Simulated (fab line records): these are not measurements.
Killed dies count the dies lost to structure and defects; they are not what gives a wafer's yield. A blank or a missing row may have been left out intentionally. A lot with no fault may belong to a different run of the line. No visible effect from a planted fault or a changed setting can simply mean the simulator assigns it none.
Matching of chambers | flow n5 finfet | N5_BEOL_M9_ALD_74 on ald metal-01: 4 sister chambers
The step deposits TaN, target thk 2 nm, pulse time 2 s, purge time 3 s. 8 wafers are shown with their chamber, then 12 later ones without.

## WAFERS PAIRED WITH THEIR CHAMBERS
wafer  | chamber | heater power w (W) | chamber pressure Torr (Torr)
L083.4 | 0       | 434                | 3.008
L083.5 | 3       | 383                | 2.993
L085.2 | 2       | 422                | 2.999
L085.3 | 0       | 425                | 2.999
L085.5 | 1       | 353                | 2.998
L089.4 | 2       | 435                | 3.012
L089.5 | 3       | 371                | 2.997
L089.6 | 1       | 353                | 3.003

## WAFERS MISSING THEIR CHAMBER
wafer  | heater power w (W) | chamber pressure Torr (Torr)
L088.2 | 360                | 2.995
L088.5 | 357                | 3.000
L088.6 | 381                | 3.007
L093.1 | 441                | 3.000
L093.4 | 365                | 2.993
L093.5 | 431                | 2.991
L096.2 | 385                | 2.995
L096.3 | 428                | 2.999
L096.5 | 381                | 3.001
L097.1 | 425                | 3.003
L097.3 | 434                | 2.997
L097.5 | 414                | 3.003

## THE CHAMBER EACH PASSED THROUGH
wafer  | from the rows above     | in truth
L088.2 | can't be placed: 1 or 3 | 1
L088.5 | 1                       | 1
L088.6 | 3                       | 3
L093.1 | can't be placed: 0 or 2 | 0
L093.4 | can't be placed: 3 or 1 | 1
L093.5 | can't be placed: 0 or 2 | 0
L096.2 | 3                       | 3
L096.3 | can't be placed: 0 or 2 | 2
L096.5 | 3                       | 3
L097.1 | can't be placed: 0 or 2 | 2
L097.3 | can't be placed: 0 or 2 | 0
L097.5 | can't be placed: 2 or 0 | 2
4 of 12 placed correctly. Not placeable from these rows: 8 (in 8, the candidates include the true chamber). Placed wrongly: 0.
How it was worked out, from the rows above alone: a wafer's distance from a chamber is the root of the sum, over the readings, of the square of ((its reading less the chamber's mean) divided by the reading's scatter). If the next closest chamber is less than 2 further off than the closest, the wafer can't be placed; otherwise it belongs to the closest. Each chamber's mean is taken over the wafers shown for it. The scatter: the root of (the sum of the squares of (reading less its chamber's mean) over the shown wafers, divided by (wafers less chambers)).
